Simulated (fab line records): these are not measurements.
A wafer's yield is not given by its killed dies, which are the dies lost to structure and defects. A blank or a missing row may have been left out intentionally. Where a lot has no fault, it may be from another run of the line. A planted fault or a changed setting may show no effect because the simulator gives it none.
A struck lot beside a sound one / flow nand_harc / 21 out of 1159 route steps
Sound: wafers L469.4, L469.5, L469.6. Struck: wafers L473.4, L473.5 (left out: L473.6, a lot-mate that was not struck); the cause follows at the end.
At each step with rows: each side's tool, then ch and its chambers, then its first start. Under that, the readings that differ: sound wafers / struck wafers / difference of the means / sigmas: that difference in standard deviations of wafers without a fault.
alike: words and numbers the same on both sides, and readings whose means are apart by under 2 such deviations; not compared: readings that were withheld, readings missing a value for some wafer, numbers with overlapping values and no deviation given by the record, and bounds like >300 which may hide the same value.
Wherever a step has rows on one side only, a row that says differs or no value, or a row with sigmas, the two part there. Numbers that don't overlap but have no deviation are shown without sigmas and don't part them. A reading that every wafer of one side lacks parts them only if that side has two wafers or more.

NHARC_P_CONTACT_CMP_24: polishes, t overpolish 30 s, target thk 200 nm.
  sound on cmp-02 ch 2,3, day 6 05:21; struck on cmp-02 ch 3, day 6 23:14
  alike: motor_current_A, overpolish_run_s, time_to_endpoint_s
following that, these wafers have no rows for 1 step: NHARC_P_CONTACT_SRD_26.
NHARC_P_CONTACT_INSPECT_27:
  sound: defect_inspect-01 at day 6 05:44; struck: defect_inspect-01 at day 6 23:38
  alike: raw_defect_count
then, 8 steps without rows for these wafers: NHARC_P_M0_DEP_00 (deposits SiOC, target thk 150 nm); NHARC_P_M0_DEHYDRATE_01 (time 120 s); NHARC_P_M0_HMDS_02 (time 30 s); NHARC_P_M0_COAT_33 (time 65 s); NHARC_P_M0_COAT_03 (resist thk 90 nm); NHARC_P_M0_SOFTBAKE_04 (time 55 s); NHARC_P_M0_EBR_05; NHARC_P_M0_EXPOSE_06 (exposes mask P M0, target cd 90 nm).
NHARC_P_M0_PEB_07: peb time 65 s.
  sound on litho_track-06 ch 0, day 6 06:33; struck on litho_track-06 ch 0, day 7 00:28
reading=heater_power_total_W (W); sound=156.6 157.2 156.6; struck=164.9 165.3; difference=+8.3; sigmas=+19
  alike: chill_plate_temp_C
then, 1 step without rows for these wafers: NHARC_P_M0_DEVELOP_08 (develop time 35 s).
NHARC_P_M0_CD_MEAS_09 targets a cd of 90 nm.
  sound on cd_sem-02 ch 0, day 6 06:38; struck on cd_sem-02 ch 0, day 7 00:33
reading=cd_nm (nm); sound=90.0 89.9 89.8; struck=85.9 86.3; difference=-3.8; sigmas=-10
NHARC_P_M0_OVL_MEAS_10: pitch 180 nm.
  sound: overlay-02 at day 6 06:43; struck: overlay-02 at day 7 00:38
  alike: overlay_x_nm, overlay_y_nm
NHARC_P_M0_INSPECT_11:
  sound: defect_inspect-02 at day 6 06:46; struck: defect_inspect-01 at day 7 00:40
  alike: raw_defect_count
NHARC_P_M0_DESCUM_14: chemistry O2, time 3 s.
  sound on rie_diel-02 ch 0,1,2, day 6 06:50; struck on rie_diel-07 ch 1,3, day 7 00:46
reading=model.P_M0.cd_nm (nm); sound=89.87 90 90.25; struck=86.25 86.42; difference=-3.70; sigmas=
  alike: drypump_motor_current_A, oes_product_au, rf_vpp_V, showerhead_plenum_p_Torr, throttle_valve_pct
  not compared: rf_hours_counter_h
NHARC_P_M0_ETCH_34: etches the open film in N2/H2, target depth 40 nm, overetch 12 nm, time 43.94 s.
  sound on rie_diel-02 ch 0,1, day 6 06:54; struck on rie_diel-07 ch 1, day 7 00:49
  alike: drypump_motor_current_A, oes_product_au, rf_vpp_V, showerhead_plenum_p_Torr, throttle_valve_pct
  not compared: rf_hours_counter_h
NHARC_P_M0_ETCH_15: etches the open film in C4F8/Ar, target depth 150 nm, overetch 15 nm, time 82.5 s.
  sound: rie_diel-02 ch 0,1,2; struck: rie_diel-07 ch 1,3
reading=model.P_M0.cd_nm (nm); sound=89.63 89.93 90.1; struck=86.31 86.32; difference=-3.57; sigmas=
  alike: oes_product_au, rf_vpp_V
  not compared: rf_hours_counter_h
NHARC_P_M0_CD_MEAS_16:
  sound: cd_sem-03 at day 6 07:08; struck: cd_sem-02 at day 7 01:02
reading=cd_nm (nm); sound=89.6 90.0 90.2; struck=86.1 86.2; difference=-3.8; sigmas=-7
following that, these wafers have no rows for 1 step: NHARC_END_SORT_01.

## WHERE THEY PART
At NHARC_P_M0_PEB_07 first; at NHARC_P_M0_CD_MEAS_16 last (within this record only).

WHY: what had been put in by the simulator
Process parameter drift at NHARC_P_M0_PEB_07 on litho_track-06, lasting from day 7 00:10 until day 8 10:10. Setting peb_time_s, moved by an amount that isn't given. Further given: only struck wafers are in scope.
